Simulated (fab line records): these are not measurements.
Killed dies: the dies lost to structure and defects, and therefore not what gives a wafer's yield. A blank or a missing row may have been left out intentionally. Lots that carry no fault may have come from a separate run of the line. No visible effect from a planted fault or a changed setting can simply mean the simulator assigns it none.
Comparing a struck lot with a sound one / flow nand-harc / 40 out of 1302 route steps
Sound: the wafers L648.2, L648.3, L648.6. Struck: wafers L656.2, L656.3, L656.6. At the end, the cause is stated.
Per side, at each step with rows, come the tool, then ch with its chambers, and then its first start. Under that, the readings that differ: sound wafers / struck wafers / difference of the means / sigmas: that difference in standard deviations of wafers without a fault.
alike: words and numbers the same on both sides, and readings whose means are apart by under 2 such deviations; not compared: readings that were withheld, readings missing a value for some wafer, numbers with overlapping values and no deviation given by the record, and bounds like >300 which may hide the same value.
A row with sigmas, a row that says differs or no value, or rows on one side alone: a step with any of these is where the two part. Non-overlapping numbers with no deviation appear without sigmas and do not part them. A reading that every wafer of one side lacks parts them only if that side has two wafers or more.

NHARC_P_ZERO_WELL_CD_MEAS_24 targets a cd of 720 nm.
  sound on cd-sem-01 ch 0, day 5 07:11; struck on cd-sem-03 ch 0, day 8 14:47
  alike: cd-nm
then, 1 step without rows for these wafers: NHARC_P_ZERO_WELL_HARDBAKE_25 (time 80 s).
NHARC_P_ZERO_WELL_DESCUM_26: chemistry O2, time 3 s.
  sound on rie-diel-07 ch 0,1, day 5 07:20; struck on rie-diel-07 ch 2,3, day 8 14:58
  alike: drypump-motor-current-A, oes-product-au, rf-vpp-V, showerhead-plenum-p-Torr, throttle-valve-pct
  not compared: rf-hours-counter-h
then, 9 steps without rows for these wafers: NHARC_P_ZERO_WELL_IMPLANT_27; NHARC_P_ZERO_WELL_IMPLANT_57; NHARC_P_ZERO_WELL_IMPLANT_58; NHARC_P_ZERO_WELL_STRIP_28 (strips in SPM, time 840 s); NHARC_P_ZERO_WELL_DEHYDRATE_29 (time 120 s); NHARC_P_ZERO_WELL_HMDS_30 (time 30 s); NHARC_P_ZERO_WELL_COAT_31; NHARC_P_ZERO_WELL_SOFTBAKE_32 (time 95 s); NHARC_P_ZERO_WELL_EBR_33.
NHARC_P_ZERO_WELL_EXPOSE_34: exposes mask P PWELL, target cd 720 nm.
  sound on krf-scanner-01 ch 0, day 5 08:40; struck on krf-scanner-01, day 8 16:17
  no value came back on the struck wafers for exposure-dose-mJ-cm2, focus-offset-nm (nm), reticle-temp-C (C); on the sound wafers exposure-dose-mJ-cm2 reads 22.339 22.351 22.316
  alike: mask
then, 2 steps without rows for these wafers: NHARC_P_ZERO_WELL_PEB_35 (peb time 85 s); NHARC_P_ZERO_WELL_DEVELOP_36 (time 70 s).
NHARC_P_ZERO_WELL_CD_MEAS_37 targets a cd of 720 nm.
  sound on cd-sem-02 ch 0, day 5 08:50; struck on cd-sem-03 ch 0, day 8 16:26
reading=cd-nm (nm); sound=720.0 717.8 718.6; struck=- - -; difference=no value on the struck wafers; sigmas=
then, 1 step without rows for these wafers: NHARC_P_ZERO_WELL_HARDBAKE_38 (time 80 s).
NHARC_P_ZERO_WELL_DESCUM_39: chemistry O2, time 3 s.
  sound on rie-diel-01 ch 2,3, day 5 09:00; struck on rie-diel-07 ch 0,1,2, day 8 16:43
reading=drypump-motor-current-A (A); sound=5.1 5.1 5.1; struck=6.6 5.7 6.3; difference=+1.1; sigmas=+2
  alike: oes-product-au, rf-vpp-V, showerhead-plenum-p-Torr, throttle-valve-pct
  not compared: rf-hours-counter-h
then, 12 steps without rows for these wafers: NHARC_P_ZERO_WELL_IMPLANT_40; NHARC_P_ZERO_WELL_IMPLANT_59; NHARC_P_ZERO_WELL_IMPLANT_60; NHARC_P_ZERO_WELL_STRIP_41 (strips in SPM, time 840 s); NHARC_P_ZERO_WELL_DEHYDRATE_44 (time 120 s); NHARC_P_ZERO_WELL_HMDS_45 (time 30 s); NHARC_P_ZERO_WELL_COAT_46; NHARC_P_ZERO_WELL_SOFTBAKE_47 (time 95 s); NHARC_P_ZERO_WELL_EBR_48; NHARC_P_ZERO_WELL_EXPOSE_49 (exposes mask P HVPW, target cd 2000 nm); NHARC_P_ZERO_WELL_PEB_50 (peb time 85 s); NHARC_P_ZERO_WELL_DEVELOP_51 (time 70 s).
NHARC_P_ZERO_WELL_CD_MEAS_52 targets a cd of 2000 nm.
  sound on cd-sem-03 ch 0, day 5 10:28; struck on cd-sem-03 ch 0, day 8 18:03
reading=cd-nm (nm); sound=2001.0 2000.3 2001.9; struck=1997.6 1997.3 1997.3; difference=-3.7; sigmas=-2
then, 1 step without rows for these wafers: NHARC_P_ZERO_WELL_HARDBAKE_53 (time 80 s).
NHARC_P_ZERO_WELL_DESCUM_54: chemistry O2, time 3 s.
  sound on rie-diel-04 ch 0,1,2, day 5 10:38; struck on rie-diel-07 ch 0,1, day 8 18:13
  alike: drypump-motor-current-A, oes-product-au, rf-vpp-V, showerhead-plenum-p-Torr, throttle-valve-pct
  not compared: rf-hours-counter-h
then, 5 steps without rows for these wafers: NHARC_P_ZERO_WELL_IMPLANT_55; NHARC_P_ZERO_WELL_IMPLANT_61; NHARC_P_ZERO_WELL_STRIP_56 (strips in SPM, time 840 s); NHARC_P_ZERO_WELL_PRECLEAN_68 (cleans in SC1, time 60 s); NHARC_P_ZERO_WELL_SRD_69.
NHARC_P_ZERO_WELL_RTA_42: time 300 s.
  sound on rtp-anneal-01 ch 0, day 5 11:49; struck on rtp-anneal-02 ch 0, day 8 19:18
reading=lamp-power-pct (%); sound=36.9 36.9 36.9; struck=35.8 35.8 35.8; difference=-1.1; sigmas=-2
reading=lamp_zone_4_pct (%); sound=36.9 37.0 36.9; struck=35.8 35.9 35.8; difference=-1.1; sigmas=-2
  alike: wafer_temp_C_max
NHARC_P_ZERO_WELL_INSPECT_43:
  struck on defect-inspect-01, day 8 19:52; sound on defect-inspect-01, day 5 12:55
reading=raw-defect-count; sound=7 4 10; struck=1123 1097 1060; difference=+1086; sigmas=+99 or more

## WHERE THEY PART
First at NHARC_P_ZERO_WELL_EXPOSE_34; last, within this record, at NHARC_P_ZERO_WELL_INSPECT_43.

WHY: what had been put in by the simulator
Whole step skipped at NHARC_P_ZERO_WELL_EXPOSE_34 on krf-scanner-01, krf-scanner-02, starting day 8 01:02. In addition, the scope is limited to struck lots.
